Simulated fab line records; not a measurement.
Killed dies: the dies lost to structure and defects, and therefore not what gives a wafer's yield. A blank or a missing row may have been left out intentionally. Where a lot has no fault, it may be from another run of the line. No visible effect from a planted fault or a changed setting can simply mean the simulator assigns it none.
Chamber matching	flow n5Finfet	N5_BEOL_M0_SAQP_PECVD_96 on pecvd-04 has 3 sister chambers
The step deposits a-Si from SiH4/He, target thk 45 nm, time 45.2 s. 3 wafers are shown with their chamber, then 10 later ones without.

## WAFERS, EACH WITH ITS CHAMBER
wafer	chamber	showerheadPlenumPTorr (Torr)
L092.1	0	5.73
L093.2	2	5.81
L093.4	1	5.68

## WAFERS WHOSE CHAMBER IS MISSING
wafer	showerheadPlenumPTorr (Torr)
L093.6	5.73
L094.2	5.73
L094.3	5.69
L094.5	5.75
L095.1	5.81
L095.4	5.69
L095.6	5.74
L097.2	5.69
L097.5	5.73
L097.6	5.69

## EACH ONE'S CHAMBER
wafer	from the rows above	in truth
L093.6	0	0
L094.2	0	0
L094.3	1	1
L094.5	0	0
L095.1	2	2
L095.4	1	1
L095.6	0	0
L097.2	1	1
L097.5	0	0
L097.6	1	1
10 of 10 placed correctly. Left unplaced by these rows: 0. Placed wrongly: 0.
How it was worked out, from the rows above alone: a wafer's distance from a chamber is the root of the sum, over the readings, of the square of ((its reading less the chamber's mean) divided by the reading's scatter). If the next closest chamber is less than 2 further off than the closest, the wafer can't be placed; otherwise it belongs to the closest. Each chamber's mean is taken over the wafers shown for it. The scatter: root of mean squared gap, hidden wafer to nearest shown wafer, with one shown wafer a chamber.
